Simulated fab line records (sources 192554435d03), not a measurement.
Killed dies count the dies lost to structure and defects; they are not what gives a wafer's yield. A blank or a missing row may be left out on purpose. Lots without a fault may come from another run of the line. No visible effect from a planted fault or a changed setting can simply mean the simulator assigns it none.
fab line records	flow n5Finfet
record: lots: 24	wafers: 72	lastDay: 19
route steps=1938 shown MOL_CONTACT_COAG@549 BEOL_M0_SAQP@651
lots that met no fault: from a run of the same line without faults
startH: the number of hours between the record's first day and the start of the first shown wafer of the lot	waitH: time in hours since the lot's previous step	" the same as in the row above	L1.1+2: several wafers, shown together as one row	- no value, or no start was given	* or withheld: withheld	< > ~ a bound
route shown NAME@n: names a module that has steps shown in the file, with the first one's number in the route	usual: mean/standard deviation taken from wafers without a fault	same: alike in all rows	chamber/n: place in a boat	sites: per-site readings	_std_site: the values' standard deviation	_edge_site: outer sites' mean less inner sites'	radiusMm: how far each site lies from the wafer's centre	mask NAME#n: copy n	behind: the last tool/chamber to shape the wafer	hold: why the lot went on hold/how many hours it stayed there/how the hold came to an end	device: whichever transistor did not switch (one of n, p or np)	end of line: at the end of the route, the tests of the same wafers	step lacking rows: just its recipe	killed: dies that structure and defects cost at the first sort, which is not the same as the wafer's yield	map: the dies of a wafer, with x for killed, . for not killed, _ for no die there
set.NAME: the setting that was run; set.NAME@STEP: the one run at that earlier step	model.NAME: the simulator's own value behind a step, which no gauge read
route steps across a sampled set of lots; one table per step, one row per wafer
services: the hour from which a tool's chamber was out of use, counted from the record's first day as startH (under 0 if before that day), plus the number of hours and why
== steps ==
step: N5_MOL_CONTACT_COAG_ANNEAL_113
recipe: tempC: 400	timeS: 300	ambient: H2/N2
usual: lampPowerPct: 2.69/0.17	wafer_temp_C_max: 402.6/0.8
lot.wafer	tool	chamber	startH	waitH	lampPowerPct	wafer_temp_C_max
L074.2	rtpAnneal-01	0	93.68	0.5	2.54	401.6
L074.3	"	0	"	"	2.55	402.0
L074.4	"	0	"	"	2.54	401.7
L076.2	rtpAnneal-02	0	101.42	0.6	2.87	404.5
L076.3	"	0	"	"	2.88	402.9
L076.5	"	0	"	"	2.88	403.4
L075.4	rtpAnneal-02	0	104.42	0.5	2.87	402.5
L075.5	"	0	"	"	2.87	402.3
L075.6	"	0	"	"	2.87	402.2
L077.4	rtpAnneal-02	0	113.86	0.7	2.87	404.8
L077.5	"	0	"	"	2.87	403.4
L077.6	"	0	"	"	2.87	402.8
L078.1	rtpAnneal-01	0	131.53	0.6	2.54	401.8
L078.3	"	0	"	"	2.55	402.4
L078.4	"	0	"	"	2.54	402.0
L079.2	rtpAnneal-02	0	131.93	0.6	2.87	404.3
L079.5	"	0	"	"	2.87	404.7
L079.6	"	0	"	"	2.87	403.6
L080.2	rtpAnneal-01	0	135.64	0.6	2.54	401.5
L080.3	"	0	"	"	2.54	403.3
L080.6	"	0	"	"	2.54	402.1
L081.3	rtpAnneal-01	0	136.69	0.7	2.54	401.9
L081.5	"	0	"	"	2.54	401.8
L081.6	"	0	"	"	2.54	403.2
L082.2	rtpAnneal-02	0	137.70	0.5	2.87	403.8
L082.4	"	0	"	"	2.87	403.2
L082.5	"	0	"	"	2.87	402.6
L083.2	rtpAnneal-01	0	144.64	0.5	2.54	401.3
L083.3	"	0	"	"	2.55	401.9
L083.6	"	0	"	"	2.54	401.8
L084.2	rtpAnneal-01	0	153.55	0.5	2.54	401.8
L084.3	"	0	"	"	2.54	401.7
L084.4	"	0	"	"	2.54	401.9
L085.1	rtpAnneal-02	0	156.25	0.3	2.87	403.3
L085.2	"	0	"	"	2.87	401.5
L085.3	"	0	"	"	2.87	402.2
L086.4	rtpAnneal-02	0	173.40	0.6	2.87	402.4
L086.5	"	0	"	"	2.88	403.0
L086.6	"	0	"	"	2.87	402.4
L087.2	rtpAnneal-02	0	174.00	0.5	2.88	403.4
L087.4	"	0	"	"	2.87	401.6
L087.5	"	0	"	"	2.87	402.8
L088.2	rtpAnneal-01	0	177.80	0.5	2.54	401.9
L088.3	"	0	"	"	2.54	402.4
L088.5	"	0	"	"	2.53	402.5
L089.3	rtpAnneal-02	0	182.03	0.6	2.87	403.4
L089.4	"	0	"	"	2.88	402.7
L089.5	"	0	"	"	2.88	402.8
L090.2	rtpAnneal-02	0	189.01	0.5	2.87	403.0
L090.3	"	0	"	"	2.88	403.3
L090.4	"	0	"	"	2.88	404.1
L091.1	rtpAnneal-01	0	193.29	0.3	2.54	402.5
L091.3	"	0	"	"	2.54	402.6
L091.6	"	0	"	"	2.55	403.0
L092.2	rtpAnneal-01	0	198.23	0.5	2.54	402.0
L092.5	"	0	"	"	2.54	401.9
L092.6	"	0	"	"	2.54	402.1
L093.1	rtpAnneal-01	0	207.36	0.3	2.55	402.8
L093.3	"	0	"	"	2.54	401.8
L093.6	"	0	"	"	2.54	402.4
L094.1	rtpAnneal-01	0	213.33	0.3	2.54	402.0
L094.2	"	0	"	"	2.54	401.8
L094.3	"	0	"	"	2.54	402.8
L095.2	rtpAnneal-01	0	218.29	0.8	2.54	402.0
L095.3	"	0	"	"	2.54	401.8
L095.6	"	0	"	"	2.54	401.8
L096.4	rtpAnneal-02	0	229.64	0.5	2.88	403.8
L096.5	"	0	"	"	2.87	404.1
L096.6	"	0	"	"	2.87	403.0
L097.1	rtpAnneal-01	0	233.32	0.3	2.54	402.1
L097.3	"	0	"	"	2.54	402.3
L097.6	"	0	"	"	2.54	401.3
step: N5_MOL_CONTACT_COAG_STRIP_119
recipe: chemistry: N2/H2	timeS: 30	powerW: 1000	tempC: 250	pressureMtorr: withheld	n2FlowSccm: 1750	h2FlowSccm: 3250
usual: drypumpMotorCurrentA: 6.0/0.52	heaterPowerW: 328/33
lot.wafer	tool	chamber	startH	waitH	drypumpMotorCurrentA	heaterPowerW	rfHoursCounterH
L074.2	plasmaAsher-02	1	100.73	0.1	5.4	305	41
L074.3	"	1	"	"	5.4	297	-
L074.4	"	0	"	"	6.7	290	-
L076.2	plasmaAsher-02	1	109.30	0.1	5.4	297	42
L076.3	"	1	"	"	5.4	301	-
L076.5	"	0	"	"	6.7	306	-
L075.4	plasmaAsher-02	1	111.94	0.2	5.4	296	-
L075.5	"	1	"	"	5.4	299	-
L075.6	"	0	"	"	6.6	298	-
L077.4	plasmaAsher-01	1	121.55	0.1	5.5	375	-
L077.5	"	1	"	"	5.6	375	-
L077.6	"	0	"	"	6.4	321	-
L078.1	plasmaAsher-01	0	137.36	0.1	6.5	313	98
L078.3	"	0	"	"	6.5	317	-
L078.4	"	1	"	"	5.6	380	-
L079.2	plasmaAsher-02	0	139.44	0.1	6.6	302	50
L079.5	"	0	"	"	6.6	299	-
L079.6	"	1	"	"	5.4	300	-
L080.2	plasmaAsher-02	0	142.82	0.1	6.6	303	51
L080.3	"	0	"	"	6.6	293	-
L080.6	"	0	"	"	6.6	302	-
L081.3	plasmaAsher-01	0	144.85	0.1	6.5	323	-
L081.5	"	1	"	"	5.6	369	-
L081.6	"	0	"	"	6.5	314	-
L082.2	plasmaAsher-02	1	145.01	0.1	5.4	300	51
L082.4	"	1	"	"	5.4	303	-
L082.5	"	0	"	"	6.7	299	-
L083.2	plasmaAsher-01	1	152.37	0.1	5.6	367	100
L083.3	"	1	"	"	5.6	383	-
L083.6	"	1	"	"	5.6	376	-
L084.2	plasmaAsher-01	1	160.62	0.1	5.6	374	102
L084.3	"	0	"	"	6.4	313	-
L084.4	"	1	"	"	5.5	376	-
L085.1	plasmaAsher-02	0	162.94	0.1	6.6	304	54
L085.2	"	1	"	"	5.4	301	54
L085.3	"	1	"	"	5.4	299	-
L086.4	plasmaAsher-01	1	181.16	0.1	5.6	373	-
L086.5	"	1	"	"	5.6	373	-
L086.6	"	0	"	"	6.5	322	-
L087.2	plasmaAsher-01	1	181.93	0.1	5.5	371	108
L087.4	"	0	"	"	6.5	318	-
L087.5	"	0	"	"	6.5	317	-
L088.2	plasmaAsher-01	1	186.42	0.1	5.6	370	109
L088.3	"	0	"	"	6.5	319	-
L088.5	"	1	"	"	5.6	371	-
L089.3	plasmaAsher-01	0	189.31	0.1	6.4	320	-
L089.4	"	1	"	"	5.5	368	-
L089.5	"	1	"	"	5.6	375	-
L090.2	plasmaAsher-01	1	196.16	0.1	5.6	385	113
L090.3	"	1	"	"	5.6	374	-
L090.4	"	0	"	"	6.5	324	-
L091.1	plasmaAsher-01	1	199.79	0.1	5.6	372	115
L091.3	"	0	"	"	6.5	316	-
L091.6	"	1	"	"	5.6	374	-
L092.2	plasmaAsher-01	0	205.27	0.1	6.5	314	117
L092.5	"	1	"	"	5.5	380	-
L092.6	"	0	"	"	6.5	318	-
L093.1	plasmaAsher-02	1	216.07	0.1	5.4	302	58
L093.3	"	1	"	"	5.4	301	-
L093.6	"	0	"	"	6.6	305	-
L094.1	plasmaAsher-01	1	220.91	0.1	5.6	371	120
L094.2	"	0	"	"	6.5	314	120
L094.3	"	0	"	"	6.5	312	-
L095.2	plasmaAsher-01	0	226.47	0.1	6.5	312	121
L095.3	"	1	"	"	5.6	382	-
L095.6	"	1	"	"	5.6	373	-
L096.4	plasmaAsher-02	1	237.23	0.1	5.4	300	-
L096.5	"	1	"	"	5.4	307	-
L096.6	"	0	"	"	6.6	297	-
L097.1	plasmaAsher-01	0	239.69	0.1	6.5	316	123
L097.3	"	1	"	"	5.6	381	-
L097.6	"	0	"	"	6.4	319	-
step: N5_MOL_CONTACT_COAG_DESCUM_45
recipe: chemistry: O2	timeS: 7	sourcePowerW: 50	biasPowerW: 20	pressureMtorr: 20	rfFrequencyHz: 2.712e+07	tempC: 40	resist: CAR-EUV	o2FlowSccm: 225
usual: drypumpMotorCurrentA: 5.5/0.32	oesProductAu: 0.81/0.081	rfFwdPowerW: 49.35/0.21	rfVppV: 243.7/1.2	showerheadPlenumPTorr: 2.12/0.052	throttleValvePct: 20.45/0.19
lot.wafer	tool	chamber	startH	waitH	drypumpMotorCurrentA	oesProductAu	rfFwdPowerW	rfHoursCounterH	rfVppV	showerheadPlenumPTorr	throttleValvePct
L074.2	rieDiel-04	2	101.41	0.1	5.4	0.90	49.40	39	244.0	2.14	20.42
L074.3	"	1	"	"	5.4	0.97	49.58	5	241.9	2.06	20.33
L074.4	"	0	"	"	5.7	0.74	49.24	194	242.7	2.08	20.55
L076.2	rieDiel-02	3	110.41	0.4	5.1	0.76	49.05	148	244.0	2.17	20.28
L076.3	"	1	"	"	4.7	0.86	49.54	72	244.9	2.12	20.60
L076.5	"	3	"	"	5.1	0.75	49.08	-	246.3	2.17	20.27
L075.4	rieDiel-01	3	112.69	0.2	5.7	0.93	49.43	16	243.7	2.05	20.22
L075.5	"	0	"	"	5.3	0.91	49.08	-	245.4	2.22	20.13
L075.6	"	1	"	"	5.9	0.70	49.22	-	244.0	2.15	20.39
L077.4	rieDiel-01	0	122.35	0.1	5.3	0.90	49.29	42	243.6	2.21	20.14
L077.5	"	1	"	"	5.9	0.70	48.98	-	244.0	2.15	20.40
L077.6	"	0	"	"	5.3	0.90	49.43	-	245.1	2.22	20.15
L078.1	rieDiel-02	2	138.07	0.0	5.5	0.74	49.32	166	242.0	2.09	20.37
L078.3	"	0	"	"	5.6	0.71	49.51	208	243.7	2.16	20.84
L078.4	"	2	"	"	5.5	0.73	49.58	-	243.6	2.09	20.39
L079.2	rieDiel-02	2	140.16	0.0	5.5	0.73	49.21	167	244.1	2.09	20.36
L079.5	"	3	"	"	5.1	0.75	49.03	-	243.7	2.17	20.30
L079.6	"	0	"	"	5.7	0.70	49.08	-	244.9	2.16	20.86
L080.2	rieDiel-01	3	143.53	0.0	5.7	0.91	49.34	28	242.4	2.05	20.24
L080.3	"	0	"	"	5.2	0.88	49.14	50	245.7	2.21	20.16
L080.6	"	2	"	"	6.1	0.89	49.16	-	245.7	2.23	20.27
L081.3	rieDiel-04	2	145.43	0.0	5.4	0.88	49.60	55	243.7	2.13	20.44
L081.5	"	0	"	"	5.8	0.72	49.56	-	241.8	2.07	20.60
L081.6	"	2	"	"	5.4	0.87	49.61	-	244.8	2.13	20.44
L082.2	rieDiel-01	2	145.73	0.0	6.1	0.89	49.28	38	245.0	2.23	20.26
L082.4	"	2	"	"	6.1	0.89	49.26	-	245.2	2.23	20.26
L082.5	"	0	"	"	5.3	0.88	49.21	-	245.3	2.21	20.15
L083.2	rieDiel-02	0	153.09	0.0	5.6	0.70	49.33	214	243.9	2.16	20.86
L083.3	"	3	"	"	5.1	0.74	49.31	165	243.7	2.17	20.29
L083.6	"	2	"	"	5.5	0.73	49.36	-	242.4	2.09	20.38
L084.2	rieDiel-02	0	161.21	0.0	5.6	0.70	49.58	216	245.0	2.16	20.86
L084.3	"	2	"	"	5.5	0.73	49.27	174	244.8	2.09	20.36
L084.4	"	1	"	"	4.7	0.83	49.31	88	244.2	2.11	20.62
L085.1	rieDiel-04	1	163.53	0.0	5.4	0.90	49.65	29	243.4	2.05	20.37
L085.2	"	0	"	"	5.8	0.72	49.41	216	243.7	2.07	20.62
L085.3	"	3	"	"	5.6	0.87	49.03	45	242.8	2.13	20.43
L086.4	rieDiel-04	0	182.13	0.3	5.7	0.71	49.47	223	241.3	2.07	20.61
L086.5	"	0	"	"	5.7	0.72	49.36	-	242.3	2.07	20.61
L086.6	"	3	"	"	5.6	0.86	49.41	-	243.1	2.13	20.45
L087.2	rieDiel-01	2	182.52	0.0	6.1	0.87	48.98	52	245.2	2.23	20.28
L087.4	"	3	"	"	5.7	0.88	49.38	42	242.7	2.04	20.26
L087.5	"	3	"	"	5.7	0.88	49.23	-	241.0	2.04	20.26
L088.2	rieDiel-02	3	187.13	0.0	5.1	0.72	49.09	178	243.5	2.16	20.30
L088.3	"	1	"	"	4.7	0.82	49.34	96	243.7	2.11	20.65
L088.5	"	2	"	"	5.5	0.72	49.27	-	242.6	2.09	20.41
L089.3	rieDiel-02	1	189.88	0.0	4.7	0.83	49.65	97	243.0	2.11	20.63
L089.4	"	0	"	"	5.7	0.70	49.53	225	245.1	2.16	20.87
L089.5	"	1	"	"	4.7	0.83	49.80	-	242.5	2.11	20.64
L090.2	rieDiel-04	0	196.91	0.1	5.7	0.70	49.32	227	242.4	2.07	20.61
L090.3	"	1	"	"	5.4	0.89	49.22	39	241.5	2.05	20.36
L090.4	"	2	"	"	5.4	0.85	49.10	73	244.8	2.13	20.47
L091.1	rieDiel-04	0	200.51	0.0	5.8	0.70	49.37	229	243.8	2.07	20.63
L091.3	"	2	"	"	5.4	0.85	49.63	74	244.8	2.13	20.46
L091.6	"	3	"	"	5.6	0.85	49.50	-	243.9	2.13	20.45
L092.2	rieDiel-04	1	205.86	0.0	5.4	0.88	49.37	42	243.5	2.05	20.35
L092.5	"	3	"	"	5.6	0.85	49.62	-	243.2	2.13	20.46
L092.6	"	2	"	"	5.4	0.85	49.37	-	244.7	2.13	20.48
L093.1	rieDiel-04	0	216.69	0.0	5.8	0.71	49.16	234	243.0	2.07	20.64
L093.3	"	3	"	"	5.6	0.84	49.55	63	242.2	2.13	20.45
L093.6	"	0	"	"	5.7	0.71	49.42	-	243.2	2.07	20.61
L094.1	rieDiel-04	3	221.54	0.1	5.6	0.84	49.45	65	243.2	2.13	20.47
L094.2	"	2	"	"	5.5	0.83	49.34	82	242.9	2.12	20.50
L094.3	"	3	"	"	5.6	0.84	49.46	-	244.4	2.13	20.47
L095.2	rieDiel-02	3	227.18	0.0	5.1	0.72	49.06	190	244.2	2.16	20.34
L095.3	"	0	"	"	5.7	0.67	49.62	238	244.6	2.15	20.87
L095.6	"	0	"	"	5.7	0.67	49.59	-	244.5	2.15	20.89
L096.4	rieDiel-04	3	237.83	0.0	5.6	0.84	49.64	70	242.8	2.12	20.47
L096.5	"	2	"	"	5.4	0.83	49.19	-	242.8	2.12	20.47
L096.6	"	1	"	"	5.4	0.88	49.70	-	242.2	2.04	20.37
L097.1	rieDiel-04	1	240.87	0.6	5.4	0.88	49.77	48	242.8	2.04	20.38
L097.3	"	2	"	"	5.4	0.84	49.50	87	244.0	2.12	20.49
L097.6	"	2	"	"	5.4	0.83	49.26	-	244.1	2.12	20.48
step: N5_MOL_CONTACT_COAG_CD_MEAS_101
recipe: targetCdNm: 16
usual: cdNm: 16.02/0.28
lot.wafer	tool	chamber	startH	waitH	cdNm
L074.2	cdSem-01	-	102.24	0.0	16.49
L074.3	"	-	"	"	16.24
L074.4	"	-	"	"	16.57
L076.2	cdSem-03	-	111.36	0.0	15.97
L076.3	"	-	"	"	16.00
L076.5	"	-	"	"	15.86
L075.4	cdSem-01	-	113.59	0.0	16.33
L075.5	"	-	"	"	15.63
L075.6	"	-	"	"	16.00
L077.4	cdSem-01	-	123.36	0.0	16.14
L077.5	"	-	"	"	16.68
L077.6	"	-	"	"	15.98
L078.1	cdSem-03	-	138.95	0.0	16.03
L078.3	"	-	"	"	15.88
L078.4	"	-	"	"	16.40
L079.2	cdSem-01	-	140.99	0.0	15.61
L079.5	"	-	"	"	16.07
L079.6	"	-	"	"	16.47
L080.2	cdSem-01	-	144.85	0.0	15.93
L080.3	"	-	"	"	15.53
L080.6	"	-	"	"	15.80
L081.3	cdSem-03	-	146.39	0.0	16.56
L081.5	"	-	"	"	15.63
L081.6	"	-	"	"	15.40
L082.2	cdSem-01	-	146.71	0.0	15.91
L082.4	"	-	"	"	15.81
L082.5	"	-	"	"	16.18
L083.2	cdSem-03	-	153.91	0.0	15.50
L083.3	"	-	"	"	15.98
L083.6	"	-	"	"	15.64
L084.2	cdSem-03	-	162.41	0.0	15.91
L084.3	"	-	"	"	15.77
L084.4	"	-	"	"	15.83
L085.1	cdSem-01	-	164.35	0.0	15.72
L085.2	"	-	"	"	15.55
L085.3	"	-	"	"	15.91
L086.4	cdSem-03	-	182.97	0.0	16.04
L086.5	"	-	"	"	16.39
L086.6	"	-	"	"	15.92
L087.2	cdSem-03	-	183.71	0.0	15.63
L087.4	"	-	"	"	16.26
L087.5	"	-	"	"	16.24
L088.2	cdSem-03	-	188.03	0.0	16.26
L088.3	"	-	"	"	16.16
L088.5	"	-	"	"	16.16
L089.3	cdSem-01	-	190.98	0.0	15.63
L089.4	"	-	"	"	16.15
L089.5	"	-	"	"	16.36
L090.2	cdSem-03	-	197.73	0.0	16.31
L090.3	"	-	"	"	16.24
L090.4	"	-	"	"	16.67
L091.1	cdSem-02	-	201.34	0.0	16.19
L091.3	"	-	"	"	15.69
L091.6	"	-	"	"	15.75
L092.2	cdSem-01	-	207.03	0.0	15.76
L092.5	"	-	"	"	16.26
L092.6	"	-	"	"	16.57
L093.1	cdSem-02	-	217.77	0.0	16.14
L093.3	"	-	"	"	16.50
L093.6	"	-	"	"	16.17
L094.1	cdSem-02	-	222.41	0.0	16.32
L094.2	"	-	"	"	16.23
L094.3	"	-	"	"	16.19
L095.2	cdSem-03	-	228.10	0.0	15.81
L095.3	"	-	"	"	16.26
L095.6	"	-	"	"	15.99
L096.4	cdSem-03	-	238.65	0.0	16.27
L096.5	"	-	"	"	15.87
L096.6	"	-	"	"	15.48
L097.1	cdSem-01	-	241.70	0.0	15.96
L097.3	"	-	"	"	16.19
L097.6	"	-	"	"	15.95
step: N5_MOL_CONTACT_COAG_INSPECT_97
recipe: inspectInstrument: darkfield	mode: postAnneal
usual: rawDefectCount: 46/18
lot.wafer	tool	chamber	startH	waitH	rawDefectCount
L074.2	defectInspect-01	-	106.06	0.0	32
L074.3	"	-	"	"	57
L074.4	"	-	"	"	48
L076.2	defectInspect-01	-	115.18	0.0	99
L076.3	"	-	"	"	87
L076.5	"	-	"	"	56
L075.4	defectInspect-02	-	118.22	0.1	49
L075.5	"	-	"	"	37
L075.6	"	-	"	"	78
L077.4	defectInspect-02	-	127.33	0.1	71
L077.5	"	-	"	"	59
L077.6	"	-	"	"	71
L078.1	defectInspect-01	-	142.76	0.0	17
L078.3	"	-	"	"	36
L078.4	"	-	"	"	49
L079.2	defectInspect-01	-	145.77	0.0	28
L079.5	"	-	"	"	38
L079.6	"	-	"	"	31
L080.2	defectInspect-02	-	148.77	0.0	47
L080.3	"	-	"	"	52
L080.6	"	-	"	"	44
L082.2	defectInspect-02	-	151.78	0.1	47
L082.4	"	-	"	"	38
L082.5	"	-	"	"	37
L081.3	defectInspect-01	-	151.80	0.1	63
L081.5	"	-	"	"	55
L081.6	"	-	"	"	62
L083.2	defectInspect-01	-	157.96	0.1	42
L083.3	"	-	"	"	18
L083.6	"	-	"	"	21
L084.2	defectInspect-01	-	166.22	0.0	74
L084.3	"	-	"	"	82
L084.4	"	-	"	"	72
L085.1	defectInspect-01	-	169.20	0.0	27
L085.2	"	-	"	"	29
L085.3	"	-	"	"	35
L086.4	defectInspect-02	-	186.82	0.1	63
L086.5	"	-	"	"	57
L086.6	"	-	"	"	59
L087.2	defectInspect-02	-	189.79	0.1	38
L087.4	"	-	"	"	34
L087.5	"	-	"	"	36
L088.2	defectInspect-02	-	192.78	0.0	52
L088.3	"	-	"	"	39
L088.5	"	-	"	"	79
L089.3	defectInspect-02	-	195.80	0.1	51
L089.4	"	-	"	"	38
L089.5	"	-	"	"	34
L090.2	defectInspect-02	-	201.55	0.0	32
L090.3	"	-	"	"	42
L090.4	"	-	"	"	38
L091.1	defectInspect-01	-	205.14	0.0	63
L091.3	"	-	"	"	48
L091.6	"	-	"	"	61
L092.2	defectInspect-02	-	210.84	0.0	17
L092.5	"	-	"	"	28
L092.6	"	-	"	"	33
L093.1	defectInspect-01	-	221.57	0.0	46
L093.3	"	-	"	"	47
L093.6	"	-	"	"	43
L094.1	defectInspect-02	-	226.22	0.0	34
L094.2	"	-	"	"	65
L094.3	"	-	"	"	20
L095.2	defectInspect-01	-	231.91	0.0	34
L095.3	"	-	"	"	32
L095.6	"	-	"	"	53
L096.4	defectInspect-02	-	242.83	0.1	42
L096.5	"	-	"	"	51
L096.6	"	-	"	"	50
L097.1	defectInspect-02	-	245.77	0.0	60
L097.3	"	-	"	"	40
L097.6	"	-	"	"	33
step: N5_BEOL_M0_SAQP_INSPECT_16
recipe: mode: adi	inspectInstrument: brightfield
usual: rawDefectCount: 533/130
lot.wafer	tool	chamber	startH	waitH	rawDefectCount
L074.2	defectInspect-01	-	109.96	0.0	728
L074.3	"	-	"	"	600
L074.4	"	-	"	"	755
L076.2	defectInspect-01	-	117.80	0.0	694
L076.3	"	-	"	"	465
L076.5	"	-	"	"	797
L075.4	defectInspect-02	-	119.63	0.0	391
L075.5	"	-	"	"	531
L075.6	"	-	"	"	400
L077.4	defectInspect-01	-	130.82	0.0	688
L077.5	"	-	"	"	515
L077.6	"	-	"	"	393
L078.1	defectInspect-02	-	144.45	0.0	521
L078.3	"	-	"	"	543
L078.4	"	-	"	"	831
L079.2	defectInspect-02	-	147.49	0.0	655
L079.5	"	-	"	"	533
L079.6	"	-	"	"	781
L080.2	defectInspect-01	-	150.06	0.0	395
L080.3	"	-	"	"	327
L080.6	"	-	"	"	286
L081.3	defectInspect-01	-	155.61	0.0	504
L081.5	"	-	"	"	366
L081.6	"	-	"	"	607
L082.2	defectInspect-01	-	155.78	0.0	408
L082.4	"	-	"	"	469
L082.5	"	-	"	"	375
L083.2	defectInspect-01	-	160.12	0.0	370
L083.3	"	-	"	"	626
L083.6	"	-	"	"	739
L084.2	defectInspect-01	-	168.20	0.0	421
L084.3	"	-	"	"	359
L084.4	"	-	"	"	452
L085.1	defectInspect-02	-	172.16	0.0	645
L085.2	"	-	"	"	573
L085.3	"	-	"	"	569
L086.4	defectInspect-01	-	188.36	0.0	717
L086.5	"	-	"	"	736
L086.6	"	-	"	"	471
L087.2	defectInspect-02	-	192.29	0.0	450
L087.4	"	-	"	"	497
L087.5	"	-	"	"	435
L088.2	defectInspect-01	-	195.53	0.0	598
L088.3	"	-	"	"	590
L088.5	"	-	"	"	450
L089.3	defectInspect-02	-	197.35	0.0	505
L089.4	"	-	"	"	471
L089.5	"	-	"	"	571
L090.2	defectInspect-02	-	204.44	0.0	539
L090.3	"	-	"	"	405
L090.4	"	-	"	"	589
L091.1	defectInspect-02	-	207.59	0.0	687
L091.3	"	-	"	"	814
L091.6	"	-	"	"	610
L092.2	defectInspect-01	-	212.80	0.0	579
L092.5	"	-	"	"	447
L092.6	"	-	"	"	459
L093.1	defectInspect-01	-	223.30	0.0	560
L093.3	"	-	"	"	571
L093.6	"	-	"	"	492
L094.1	defectInspect-01	-	228.68	0.0	449
L094.2	"	-	"	"	480
L094.3	"	-	"	"	411
L095.2	defectInspect-01	-	234.73	0.0	572
L095.3	"	-	"	"	385
L095.6	"	-	"	"	432
L096.4	defectInspect-02	-	248.54	0.0	446
L096.5	"	-	"	"	658
L096.6	"	-	"	"	629
L097.1	defectInspect-02	-	249.11	0.0	547
L097.3	"	-	"	"	559
L097.6	"	-	"	"	528
== services ==
tool	chamber	startH	hours	kind
rieDiel-04	-	89.16	0.4	repair
plasmaAsher-01	-	108.19	1.7	repair
rieDiel-02	0	113.52	7.3	repair
rieDiel-01	1	136.85	10.3	repair
rieDiel-02	1	137.28	9.5	repair
rieDiel-04	3	144.66	14.2	repair
rtpAnneal-01	-	145.39	6.2	pm
rieDiel-02	-	159.50	1.4	repair
plasmaAsher-02	-	178.96	28.1	pm
rieDiel-01	0	183.85	7.7	repair
rieDiel-02	3	195.74	3.8	repair
rieDiel-04	1	207.48	14.3	repair
rieDiel-04	-	209.64	0.6	repair
rieDiel-04	0	217.81	6.3	repair
rieDiel-02	2	227.15	4.2	repair
rieDiel-01	-	238.63	15.6	pm
== key ==
fault none
